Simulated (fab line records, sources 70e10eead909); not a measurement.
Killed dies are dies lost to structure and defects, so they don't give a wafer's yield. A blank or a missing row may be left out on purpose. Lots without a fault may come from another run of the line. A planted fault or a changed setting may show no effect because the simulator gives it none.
fab line records | flow nand_harc | part 1 of 2: steps 1 to 20 of 28
record lots=5 wafers=15 last_day=24
route steps=1159 shown A_STAIRCASE@666
lots that met no fault: from a run of the same line without faults
start_h: hours from the record's first day to the start of the lot's first wafer shown | wait_h: hours since the lot's step before | " the same as in the row above | L1.1+2: a row that stands for several wafers | - no value, or no start given | * or withheld: withheld | < > ~ a bound
route shown NAME@n: a module of which the file shows steps, and the number in the route of the first | usual: mean/standard deviation of fault-free wafers | same: alike in all rows | chamber/n: place in a boat | sites: the reading at each site | _std_site: their standard deviation | _edge_site: outer sites' mean less inner sites' | radius_mm: how far each site lies from the wafer's centre | mask NAME#n: copy n | behind: the tool/chamber that last shaped the wafer | hold: why the lot was held/for how many hours/how that ended | device: the transistor (n, p or np) that didn't switch | end of line: the same wafers' tests at the end of the route | a step without rows: its recipe alone | killed: dies lost to structure and defects at the first sort, not the wafer's yield | map: a wafer's dies, x killed, . not, _ none there
set.NAME: the setting as run; set.NAME@STEP: as run at that earlier step | model.NAME: the simulator's own value behind a step, which no gauge read
lots at some steps of the route; a table a step, a row a wafer
services: from which hour (start_h, from the record's first day; less than 0 if before it) a tool's chamber was out of use, for how many hours, and why
## steps
# step NHARC_A_STAIRCASE_HM_OPEN_460
# recipe o2_flow_sccm=400 cos_flow_sccm=20 ar_flow_sccm=0 rf_w=500 bias_w=300 chemistry=O2/COS
# usual drypump_motor_current_A=5.9/0.49 mfc_ar_sccm=0.005/0.011 oes_product_au=0.998/0.014 rf_fwd_power_W=499.1/1.3 rf_vpp_V=467/3.7 showerhead_plenum_p_Torr=3.13/0.17 throttle_valve_pct=28.330/0.0091
# columns lot.wafer tool chamber start_h wait_h drypump_motor_current_A mfc_ar_sccm oes_product_au rf_fwd_power_W rf_hours_counter_h rf_vpp_V showerhead_plenum_p_Torr throttle_valve_pct
L077.2 rie_diel-12 3 - - 5.5 0 1.007 503.7 15 470 3.23 28.338
L077.1 " 0 " " 6.1 0.011 0.985 499.3 15 470 3.25 28.350
L077.5 " 3 " " 5.6 0 1.009 501.5 - 469 3.23 28.315
L079.1 rie_diel-11 0 - - 5.8 0.015 0.999 498.3 35 464 2.97 28.337
L079.4 " 2 " " 6.1 0.001 0.982 496.2 37 471 3.35 28.310
L079.5 " 0 " " 5.8 0.015 1.002 498.8 - 464 2.97 28.328
L087.3 rie_diel-05 3 - - 6.5 0 1.015 499.2 55 463 2.91 28.320
L087.1 " 0 " " 4.8 0.004 0.999 499.9 54 466 3.08 28.321
L087.6 " 2 " " 6.1 0.001 0.979 502.8 - 464 2.97 28.348
L094.2 rie_diel-11 0 - - 5.8 0.015 0.979 499.1 2 465 2.96 28.326
L094.3 " 3 " " 6.6 0 1.007 498.1 2 462 2.92 28.328
L094.5 " 0 " " 5.8 0.015 0.983 499.9 - 466 2.96 28.333
L095.2 rie_diel-11 3 - - 6.6 0 1.013 500.7 7 462 2.92 28.314
L095.4 " 1 " " 5.7 0 1.029 498.9 5 471 3.31 28.334
L095.5 " 3 " " 6.6 0 1.020 499.7 - 463 2.92 28.334
# step NHARC_A_STAIRCASE_STRIP_461
# recipe o2_flow_sccm=400 cos_flow_sccm=20 ar_flow_sccm=0 bias_w=0 chemistry=O2/COS
# columns lot.wafer tool chamber start_h wait_h
L077.2+1+5 rie_diel-12 1,2,3 - -
L079.1+4+5 rie_diel-11 3,0,0 - -
L087.3+1+6 rie_diel-05 0,3,0 - -
L094.3+2+5 rie_diel-11 2,3,3 - -
L095.2+4+5 rie_diel-11 1,0,1 - -
# step NHARC_A_STAIRCASE_ETCH_452
# recipe target_depth_a=300 overetch_a=30 time_s=16.5 ion_energy_ev=100 cf4_flow_sccm=80 o2_flow_sccm=20 ar_flow_sccm=0 rf_w=300 bias_w=100 chemistry=CF4/O2
# usual drypump_motor_current_A=5.8/0.51 mfc_ar_sccm=0.006/0.012 oes_product_au=1.001/0.014 rf_fwd_power_W=293.8/1.5 rf_vpp_V=197.9/1.7 showerhead_plenum_p_Torr=1.34/0.074 throttle_valve_pct=13.397/0.0088
# columns lot.wafer tool chamber start_h wait_h drypump_motor_current_A mfc_ar_sccm oes_product_au rf_fwd_power_W rf_hours_counter_h rf_vpp_V showerhead_plenum_p_Torr throttle_valve_pct
L077.2 rie_diel-12 2 - - 5.3 0 0.997 292.3 15 197.0 1.27 13.389
L077.1 " 3 " " 5.5 0 1.011 295.8 16 198.7 1.38 13.384
L077.5 " 1 " " 5.9 0.043 0.999 292.6 - 199.0 1.44 13.401
L079.4 rie_diel-11 3 - - 6.6 0 0.999 294.8 38 196.5 1.25 13.402
L079.1 " 2 " " 6.1 0.001 0.976 294.1 37 201.1 1.44 13.392
L079.5 " 3 " " 6.6 0 0.994 295.0 - 195.9 1.25 13.396
L087.3 rie_diel-05 0 - - 4.7 0.004 0.997 296.7 54 197.4 1.32 13.387
L087.1 " 1 " " 5.7 0 0.997 292.4 58 197.7 1.31 13.402
L087.6 " 3 " " 6.5 0 1.013 293.2 - 195.8 1.24 13.408
L094.3 rie_diel-11 3 - - 6.6 0 1.014 295.8 2 196.3 1.25 13.421
L094.2 " 0 " " 5.8 0.015 0.987 293.6 2 195.7 1.26 13.382
L094.5 " 2 " " 6.1 0.001 1.011 293.4 - 200.6 1.43 13.391
L095.4 rie_diel-11 1 - - 5.7 0 1.011 292.9 5 200.8 1.42 13.401
L095.2 " 2 " " 6.1 0.001 1.005 292.9 6 199.6 1.43 13.389
L095.5 " 2 " " 6.1 0.001 0.999 293.6 - 199.0 1.43 13.394
# step NHARC_A_STAIRCASE_ETCH_294
# recipe target_depth_a=49920 time_s=1212.4 ion_energy_ev=800 c4f8_flow_sccm=80 o2_flow_sccm=60 ar_flow_sccm=withheld rf_w=600 bias_w=3000 chemistry=C4F8/O2/Ar
# usual oes_product_au=0.933/0.016 rf_fwd_power_W=599.6/1.7 rf_vpp_V=1827/14
# columns lot.wafer tool chamber start_h wait_h oes_product_au rf_fwd_power_W rf_hours_counter_h rf_vpp_V
L077.2 rie_diel-12 0 - - 0.920 598.3 16 1838
L077.1 " 2 " " 0.930 600.9 16 1814
L077.5 " 3 " " 0.939 600.8 - 1836
L079.1 rie_diel-11 1 - - 0.951 598.1 39 1844
L079.4 " 0 " " 0.944 599.6 36 1815
L079.5 " 1 " " 0.953 598.4 - 1843
L087.3 rie_diel-05 1 - - 0.944 598.9 58 1823
L087.1 " 2 " " 0.927 598.0 60 1815
L087.6 " 3 " " 0.955 600.2 - 1809
L094.3 rie_diel-11 3 - - 0.924 595.6 2 1811
L094.2 " 0 " " 0.911 601.0 3 1813
L094.5 " 2 " " 0.927 600.5 - 1844
L095.2 rie_diel-11 0 - - 0.923 598.8 7 1813
L095.4 " 3 " " 0.943 601.2 7 1809
L095.5 " 1 " " 0.945 600.2 - 1844
# step NHARC_A_STAIRCASE_STRIP_295
# recipe o2_flow_sccm=500 ar_flow_sccm=0 bias_w=0 chemistry=O2
# usual drypump_motor_current_A=5.8/0.5 mfc_ar_sccm=0.005/0.011 oes_product_au=0.997/0.014 rf_vpp_V=57.8/0.93 showerhead_plenum_p_Torr=3.54/0.19 throttle_valve_pct=17.037/0.0082
# columns lot.wafer tool chamber start_h wait_h drypump_motor_current_A mfc_ar_sccm oes_product_au rf_hours_counter_h rf_vpp_V showerhead_plenum_p_Torr throttle_valve_pct
L077.1 rie_diel-12 3 - - 5.6 0 1.017 16 58.1 3.64 17.039
L077.2 " 1 " " 5.9 0.043 0.991 16 58.7 3.80 17.043
L077.5 " 3 " " 5.6 0 1.013 - 58.4 3.64 17.042
L079.4 rie_diel-11 3 - - 6.6 0 1.003 39 57.4 3.32 17.037
L079.1 " 0 " " 5.8 0.015 1.007 36 57.8 3.36 17.037
L079.5 " 2 " " 6.1 0.001 0.979 - 60.1 3.79 17.034
L087.3 rie_diel-05 2 - - 6.1 0.001 0.988 60 57.8 3.36 17.042
L087.1 " 3 " " 6.5 0 1.014 56 56.6 3.29 17.031
L087.6 " 3 " " 6.5 0 1.011 - 57.3 3.29 17.054
L094.2 rie_diel-11 1 - - 5.7 0 1.024 2 57.8 3.74 17.044
L094.3 " 3 " " 6.7 0 0.998 3 56.3 3.31 17.050
L094.5 " 0 " " 5.8 0.015 0.983 - 57.3 3.35 17.031
L095.4 rie_diel-11 0 - - 5.8 0.015 0.973 8 56.8 3.35 17.029
L095.2 " 3 " " 6.7 0 1.000 7 58.6 3.30 17.032
L095.5 " 1 " " 5.7 0 1.016 - 58.1 3.74 17.042
# step NHARC_A_STAIRCASE_STRIP_296
# recipe time_s=900 temp_c=130 chemistry=SPM
# columns lot.wafer tool chamber start_h wait_h
L077.5+2+1 wet_bench-04 4,5,6 263.41 -
L079.1+4+5 wet_bench-04 3,5,7 289.15 -
L087.1+6+3 wet_bench-04 0,2,4 328.09 -
L094.5+3+2 wet_bench-04 4,5,6 386.92 -
L095.2+5+4 wet_bench-04 4,5,6 396.88 -
# step NHARC_A_STAIRCASE_PRECLEAN_297
# recipe time_s=* temp_c=50 bath_age_min=0 chemistry=SC1
# columns lot.wafer tool chamber start_h wait_h
L077.5+2+1 wet_bench-04 4,5,6 - -
L079.1+4+5 wet_bench-04 3,5,7 - -
L087.1+6+3 wet_bench-04 0,2,4 - -
L094.5+3+2 wet_bench-04 4,5,6 - -
L095.2+5+4 wet_bench-04 4,5,6 - -
# step NHARC_A_STAIRCASE_SRD_298
# columns lot.wafer tool chamber start_h wait_h
L077.5+2+1 wet_bench-04 4,5,6 - -
L079.1+4+5 wet_bench-04 3,5,7 - -
L087.1+6+3 wet_bench-04 0,2,4 - -
L094.5+3+2 wet_bench-04 4,5,6 - -
L095.2+5+4 wet_bench-04 4,5,6 - -
# step NHARC_A_STAIRCASE_HM_DEP_462
# recipe target_thk_a=8000 temp_c=400 material=aC
# usual throttle_valve_pct=35.000/0.0088
# columns lot.wafer tool chamber start_h wait_h throttle_valve_pct
L077.1 acl_dep-02 0 263.91 0.1 35.013
L077.2 " 0 " " 34.997
L077.5 " 0 " " 35.017
L079.1 acl_dep-01 0 289.68 0.1 34.984
L079.4 " 0 " " 34.994
L079.5 " 0 " " 34.982
L087.1 acl_dep-01 0 328.62 0.1 35.012
L087.3 " 0 " " 35.002
L087.6 " 0 " " 34.993
L094.2 acl_dep-01 0 388.34 1.0 35.007
L094.3 " 0 " " 34.993
L094.5 " 0 " " 35.006
L095.2 acl_dep-02 0 397.71 0.4 35.004
L095.4 " 0 " " 34.988
L095.5 " 0 " " 35.007
# step NHARC_A_STAIRCASE_DEP_301
# recipe target_thk_a=300 target_thk_nm=30 temp_c=400 pressure_torr=3.5 flow_sccm=200 rf_w=350 material=SiON
# usual heater_power_w=774/110 rf_fwd_power_W=348.6/1.1
# columns lot.wafer tool chamber start_h wait_h heater_power_w rf_fwd_power_W
L077.2 pecvd-01 2 265.76 1.2 619 349.5
L077.1 " 0 " " 863 348.1
L077.5 " 0 " " 830 349.5
L079.1 pecvd-02 2 291.62 1.6 929 347.9
L079.4 " 0 " " 801 348.1
L079.5 " 1 " " 665 349.5
L087.3 pecvd-03 1 330.48 0.9 765 347.2
L087.1 " 2 " " 688 349.1
L087.6 " 0 " " 798 347.8
L094.3 pecvd-01 1 389.93 1.0 594 348.9
L094.2 " 2 " " 602 346.3
L094.5 " 2 " " 576 348.1
L095.2 pecvd-02 0 399.34 1.3 819 346.2
L095.4 " 1 " " 729 349.3
L095.5 " 0 " " 806 346.0
# step NHARC_A_STAIRCASE_DEHYDRATE_302
# recipe temp_c=150 time_s=120
# usual resist_line_temp_C=23.02/0.11
# columns lot.wafer tool chamber start_h wait_h resist_line_temp_C
L077.1 litho_track-03 0 266.03 0.2 22.88
L077.2 " 0 " " 23.04
L077.5 " 0 " " 22.67
L079.1 litho_track-03 0 291.83 0.2 22.97
L079.4 " 0 " " 22.91
L079.5 " 0 " " 22.96
L087.1 litho_track-05 0 330.75 0.2 22.89
L087.3 " 0 " " 23.00
L087.6 " 0 " " 22.96
L094.2 litho_track-02 0 390.17 0.2 23.17
L094.3 " 0 " " 23.14
L094.5 " 0 " " 23.11
L095.2 litho_track-03 0 399.56 0.2 23.23
L095.4 " 0 " " 22.96
L095.5 " 0 " " 23.15
# step NHARC_A_STAIRCASE_HMDS_303
# recipe time_s=30
# usual resist_line_temp_C=23.01/0.097
# columns lot.wafer tool chamber start_h wait_h resist_line_temp_C
L077.1 litho_track-03 0 - - 22.86
L077.2 " 0 " " 22.93
L077.5 " 0 " " 22.86
L079.1 litho_track-03 0 - - 23.00
L079.4 " 0 " " 23.04
L079.5 " 0 " " 23.11
L087.1 litho_track-05 0 - - 23.03
L087.3 " 0 " " 23.07
L087.6 " 0 " " 23.05
L094.2 litho_track-02 0 - - 22.94
L094.3 " 0 " " 23.10
L094.5 " 0 " " 23.01
L095.2 litho_track-03 0 - - 23.05
L095.4 " 0 " " 23.02
L095.5 " 0 " " 22.91
# step NHARC_A_STAIRCASE_COAT_304
# recipe spin_rpm=1200
# usual resist_line_temp_C=22.98/0.099
# columns lot.wafer tool chamber start_h wait_h resist_line_temp_C
L077.1 litho_track-03 0 - - 23.08
L077.2 " 0 " " 23.13
L077.5 " 0 " " 23.18
L079.1 litho_track-03 0 - - 22.94
L079.4 " 0 " " 22.87
L079.5 " 0 " " 22.97
L087.1 litho_track-05 0 - - 22.86
L087.3 " 0 " " 22.80
L087.6 " 0 " " 22.95
L094.2 litho_track-02 0 - - 22.95
L094.3 " 0 " " 23.04
L094.5 " 0 " " 23.13
L095.2 litho_track-03 0 - - 22.95
L095.4 " 0 " " 23.03
L095.5 " 0 " " 22.94
# step NHARC_A_STAIRCASE_SOFTBAKE_305
# recipe temp_c=135 time_s=170
# usual resist_line_temp_C=22.97/0.1
# columns lot.wafer tool chamber start_h wait_h resist_line_temp_C
L077.1 litho_track-03 0 - - 23.23
L077.2 " 0 " " 23.10
L077.5 " 0 " " 22.98
L079.1 litho_track-03 0 - - 23.10
L079.4 " 0 " " 23.04
L079.5 " 0 " " 23.14
L087.1 litho_track-05 0 - - 22.95
L087.3 " 0 " " 23.04
L087.6 " 0 " " 22.99
L094.2 litho_track-02 0 - - 23.08
L094.3 " 0 " " 22.76
L094.5 " 0 " " 22.99
L095.2 litho_track-03 0 - - 23.03
L095.4 " 0 " " 22.85
L095.5 " 0 " " 23.00
# step NHARC_A_STAIRCASE_EBR_306
# usual resist_line_temp_C=22.99/0.13
# columns lot.wafer tool chamber start_h wait_h resist_line_temp_C
L077.1 litho_track-03 0 - - 22.97
L077.2 " 0 " " 22.80
L077.5 " 0 " " 22.87
L079.1 litho_track-03 0 - - 22.74
L079.4 " 0 " " 22.87
L079.5 " 0 " " 22.92
L087.1 litho_track-05 0 - - 22.96
L087.3 " 0 " " 22.94
L087.6 " 0 " " 23.09
L094.2 litho_track-02 0 - - 22.91
L094.3 " 0 " " 23.02
L094.5 " 0 " " 22.91
L095.2 litho_track-03 0 - - 22.99
L095.4 " 0 " " 23.00
L095.5 " 0 " " 23.05
# step NHARC_A_STAIRCASE_EXPOSE_307
# recipe na=0.5 dose_mj=45.72 mask_id=CHOP_50
# usual reticle_temp_C=22.99/0.1 stage_vel_mm_s=500.03/0.25
# columns lot.wafer tool chamber start_h wait_h mask reticle_temp_C stage_vel_mm_s
L077.1 krf_scanner-03 0 266.36 - CHOP_50#0 22.92 500.42
L077.2 " 0 " " CHOP_50#0 23.04 500.30
L077.5 " 0 " " CHOP_50#0 22.92 500.23
L079.1 krf_scanner-04 0 292.17 - CHOP_50#0 23.02 500.25
L079.4 " 0 " " CHOP_50#0 22.93 500.23
L079.5 " 0 " " CHOP_50#0 23.13 500.24
L087.1 krf_scanner-04 0 331.09 - CHOP_50#0 22.83 499.78
L087.3 " 0 " " CHOP_50#0 22.95 500.09
L087.6 " 0 " " CHOP_50#0 22.89 500.10
L094.2 krf_scanner-03 0 390.38 - CHOP_50#0 22.94 499.95
L094.3 " 0 " " CHOP_50#0 22.98 500.43
L094.5 " 0 " " CHOP_50#0 22.91 499.99
L095.2 krf_scanner-03 0 399.89 - CHOP_50#0 22.91 499.83
L095.4 " 0 " " CHOP_50#0 23.08 499.66
L095.5 " 0 " " CHOP_50#0 22.89 500.00
# step NHARC_A_STAIRCASE_PEB_308
# recipe peb_temp_c=115 peb_time_s=130
# usual resist_line_temp_C=23.01/0.096
# columns lot.wafer tool chamber start_h wait_h resist_line_temp_C
L077.1 litho_track-05 0 266.43 0.1 22.99
L077.2 " 0 " " 23.15
L077.5 " 0 " " 23.22
L079.1 litho_track-03 0 292.23 0.1 23.05
L079.4 " 0 " " 23.04
L079.5 " 0 " " 23.07
L087.1 litho_track-05 0 331.15 0.1 22.88
L087.3 " 0 " " 22.91
L087.6 " 0 " " 22.95
L094.2 litho_track-02 0 390.44 0.1 23.02
L094.3 " 0 " " 23.12
L094.5 " 0 " " 23.00
L095.2 litho_track-05 0 399.95 0.1 22.85
L095.4 " 0 " " 23.11
L095.5 " 0 " " 23.15
# step NHARC_A_STAIRCASE_DEVELOP_309
# recipe time_s=140
# usual resist_line_temp_C=23.00/0.12
# columns lot.wafer tool chamber start_h wait_h resist_line_temp_C
L077.1 litho_track-05 0 - - 22.93
L077.2 " 0 " " 23.05
L077.5 " 0 " " 23.02
L079.1 litho_track-03 0 - - 22.84
L079.4 " 0 " " 22.81
L079.5 " 0 " " 22.88
L087.1 litho_track-05 0 - - 23.10
L087.3 " 0 " " 22.95
L087.6 " 0 " " 23.01
L094.2 litho_track-02 0 - - 23.01
L094.3 " 0 " " 22.99
L094.5 " 0 " " 23.02
L095.2 litho_track-05 0 - - 22.85
L095.4 " 0 " " 22.86
L095.5 " 0 " " 22.88
# step NHARC_A_STAIRCASE_HARDBAKE_311
# recipe temp_c=120 time_s=140
# usual resist_line_temp_C=22.98/0.099
# columns lot.wafer tool chamber start_h wait_h resist_line_temp_C
L077.1 litho_track-02 0 266.64 - 23.11
L077.2 " 0 " " 22.95
L077.5 " 0 " " 23.01
L079.1 litho_track-05 0 292.46 - 22.78
L079.4 " 0 " " 22.94
L079.5 " 0 " " 22.85
L087.1 litho_track-03 0 331.38 - 22.90
L087.3 " 0 " " 23.11
L087.6 " 0 " " 23.07
L094.2 litho_track-02 0 390.66 - 22.95
L094.3 " 0 " " 23.01
L094.5 " 0 " " 22.98
L095.2 litho_track-03 0 400.18 - 22.91
L095.4 " 0 " " 22.99
L095.5 " 0 " " 23.01
# step NHARC_A_STAIRCASE_DESCUM_312
# recipe time_s=3 o2_flow_sccm=200 ar_flow_sccm=0 bias_power_w=0 chemistry=O2
# usual drypump_motor_current_A=5.8/0.53 mfc_ar_sccm=0.005/0.011 oes_product_au=0.999/0.016 rf_vpp_V=57.9/0.95 showerhead_plenum_p_Torr=1.92/0.11 throttle_valve_pct=11.311/0.0088
# columns lot.wafer tool chamber start_h wait_h drypump_motor_current_A mfc_ar_sccm oes_product_au rf_hours_counter_h rf_vpp_V showerhead_plenum_p_Torr throttle_valve_pct
L077.1 rie_diel-05 0 266.74 - 4.8 0.004 1.000 36 58.5 1.89 11.336
L077.2 " 3 " " 6.5 0 1.003 36 57.0 1.78 11.312
L077.5 " 0 " " 4.7 0.004 1.005 - 57.8 1.89 11.314
L079.4 rie_diel-12 3 292.56 - 5.5 0 1.008 28 59.1 1.98 11.298
L079.1 " 2 " " 5.3 0 1.002 29 57.2 1.81 11.309
L079.5 " 3 " " 5.6 0 1.005 - 56.8 1.98 11.304
L087.1 rie_diel-05 0 331.53 - 4.8 0.004 0.993 56 59.6 1.89 11.321
L087.3 " 1 " " 5.7 0 0.994 60 56.1 1.88 11.305
L087.6 " 0 " " 4.8 0.004 0.991 - 57.2 1.89 11.313
L094.3 rie_diel-05 1 390.77 - 5.7 0 1.005 15 57.6 1.87 11.317
L094.2 " 2 " " 6.2 0.001 0.971 15 57.5 1.81 11.316
L094.5 " 3 " " 6.5 0 1.005 - 60.0 2.07 11.297
L095.4 rie_diel-12 0 401.15 - 6.1 0.011 0.991 7 58.2 1.98 11.296
L095.2 " 2 " " 5.3 0 1.018 6 57.0 1.80 11.300
L095.5 " 3 " " 5.5 0 0.993 - 58.7 1.96 11.315
